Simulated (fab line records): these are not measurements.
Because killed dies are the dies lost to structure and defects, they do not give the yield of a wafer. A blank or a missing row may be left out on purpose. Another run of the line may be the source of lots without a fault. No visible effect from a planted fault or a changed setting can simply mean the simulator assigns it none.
A struck lot beside a sound one || flow nand-harc || 27 out of 1302 route steps
Sound: these wafers, L315.2, L315.5, L315.6. Wafers struck: L326.2, L326.3, L326.4. At the end, the cause is stated.
For every step that has rows: the tool of each side, followed by ch and its chambers, followed by its first start. Under that, the readings that differ: sound wafers || struck wafers || difference of the means || sigmas: that difference in standard deviations of wafers without a fault.
alike: readings with means less than 2 such deviations apart, plus words and numbers identical on both sides. not compared: withheld readings, readings lacking a value on some wafer, bounds such as >300 that could conceal the same value, and numbers that have no deviation in the record and whose values overlap.
Wherever a step has rows on one side only, a row that says differs or no value, or a row with sigmas, the two part there. When numbers do not overlap yet have no deviation, they are printed without sigmas and do not part them. A reading that every wafer of one side lacks parts them only if that side has two wafers or more.

NHARC_P_ZERO_WELL_INSPECT_43:
  struck on defect-inspect-01, day 7 23:29; sound on defect-inspect-01, day 3 09:35
  alike: raw-defect-count
then, 11 steps without rows for these wafers: NHARC_P_STI_ETCH_26 (etches SiO2 in dHF, target depth 11 nm); NHARC_P_STI_PRECLEAN_27 (cleans in SC1); NHARC_P_STI_SRD_28; NHARC_P_STI_OXIDE_29 (material SiO2, target thk 10 nm, ox time 1362 s); NHARC_P_STI_HM_DEP_30 (deposits Si3N4, target thk 80 nm, time 873 s); NHARC_P_STI_DEHYDRATE_01 (time 120 s); NHARC_P_STI_HMDS_02 (time 30 s); NHARC_P_STI_COAT_41 (time 65 s); NHARC_P_STI_COAT_03 (resist thk 600 nm); NHARC_P_STI_SOFTBAKE_04 (time 70 s); NHARC_P_STI_EBR_05.
NHARC_P_STI_EXPOSE_06: exposes mask P STI, target cd 200 nm.
  sound on krf-scanner-02 ch 0, day 4 00:43; struck on krf-scanner-02 ch 0, day 8 16:01
{"reading": "mask", "sound": "P_STI#0 P_STI#0 P_STI#0", "struck": "P_STI_R1#0 P_STI_R1#0 P_STI_R1#0", "difference": "differs", "sigmas": ""}
  alike: stage-vel-mm-s
then, 2 steps without rows for these wafers: NHARC_P_STI_PEB_07 (peb time 80 s); NHARC_P_STI_DEVELOP_08 (time 50 s).
NHARC_P_STI_CD_MEAS_09: the cd target is 200 nm.
  sound on cd-sem-02 ch 0, day 4 00:52; struck on cd-sem-01 ch 0, day 8 16:10
{"reading": "cd-nm (nm)", "sound": "195.2 197.7 200.4", "struck": "213.2 213.1 213.5", "difference": "+15.5", "sigmas": "+8"}
NHARC_P_STI_OVL_MEAS_10:
  struck on overlay-01, day 8 16:15; sound on overlay-02, day 4 00:56
  alike: overlay-x-nm, overlay-y-nm
NHARC_P_STI_INSPECT_11:
  struck on defect-inspect-02, day 8 16:17; sound on defect-inspect-02, day 4 00:59
  alike: raw-defect-count
then, 1 step without rows for these wafers: NHARC_P_STI_HARDBAKE_13 (time 65 s).
NHARC_P_STI_DESCUM_14: chemistry O2, time 3 s.
  sound on rie-diel-08 ch 2,3, day 4 01:07; struck on rie-diel-10 ch 0,1,2, day 8 16:26
{"reading": "model.P_STI.cd-nm (nm)", "sound": "194.5 196.8 200.4", "struck": "212.7 213.4 214", "difference": "+16.1", "sigmas": ""}
  alike: drypump-motor-current-A, o2-flow-sccm, oes-product-au, rf-vpp-V, showerhead-plenum-p-Torr, throttle-valve-pct
  not compared: rf-hours-counter-h
NHARC_P_STI_ETCH_42: etches the open film in N2/H2, target depth 80 nm, overetch 24 nm, time 61 s.
  sound on rie-diel-08 ch 0,2,3, day 4 01:13; struck on rie-diel-10 ch 1,2,3, day 8 16:31
  alike: drypump-motor-current-A, h2-flow-sccm, n2-flow-sccm, oes-product-au, rf-vpp-V, showerhead-plenum-p-Torr, throttle-valve-pct
  not compared: rf-hours-counter-h
NHARC_P_STI_ETCH_31: etches the open film in CF4/CHF3, target depth 108.9 nm, time 54.5 s.
  sound: rie-diel-08 ch 0,1; struck: rie-diel-10 ch 1,2,3
  alike: cf4-flow-sccm, drypump-motor-current-A, oes-product-au, rf-vpp-V, showerhead-plenum-p-Torr, throttle-valve-pct
  not compared: rf-hours-counter-h
NHARC_P_STI_ETCH_15: etches the open film in HBr/Cl2, target depth 300 nm, time 100.1 s.
  sound on rie-si-02 ch 0,2,3, day 4 01:26; struck on rie-si-02 ch 0,1,3, day 8 16:42
{"reading": "model.P_STI.cd-nm (nm)", "sound": "194.1 196.6 198.7", "struck": "213.4 213.4 214.1", "difference": "+17.2", "sigmas": ""}
  alike: drypump-motor-current-A, oes-product-au, throttle-valve-pct
  not compared: rf-hours-counter-h
NHARC_P_STI_CD_MEAS_16:
  struck on cd-sem-01, day 8 16:52; sound on cd-sem-03, day 4 01:33
{"reading": "cd-nm (nm)", "sound": "194.2 196.5 198.7", "struck": "213.6 213.4 214.1", "difference": "+17.2", "sigmas": "+8"}
NHARC_P_STI_OCD_MEAS_17:
  struck on ocd-02, day 8 16:57; sound on ocd-01, day 4 01:38
{"reading": "trench-foot-cd-nm (nm)", "sound": "154.1 155.5 158.9", "struck": "171.5 171.7 171.3", "difference": "+15.3", "sigmas": "+8"}
  alike: trench-depth-nm
then, 1 step without rows for these wafers: NHARC_P_STI_STRIP_19 (strips in SPM, time 900 s).
-- record jumps: 22 days between struck wafers' starts before vs after; left off in module P_STI, resumes in module END, first step shown is number 1302 of the route --
NHARC_END_SORT_01:
  at this point the record logs the struck wafers (prober-02 ch 0, day 30 18:14) and has no rows for the sound ones

WHERE THEY PART
Earliest at NHARC_P_STI_EXPOSE_06; latest, in this record, at NHARC_END_SORT_01.

WHY: the cause the simulator had injected
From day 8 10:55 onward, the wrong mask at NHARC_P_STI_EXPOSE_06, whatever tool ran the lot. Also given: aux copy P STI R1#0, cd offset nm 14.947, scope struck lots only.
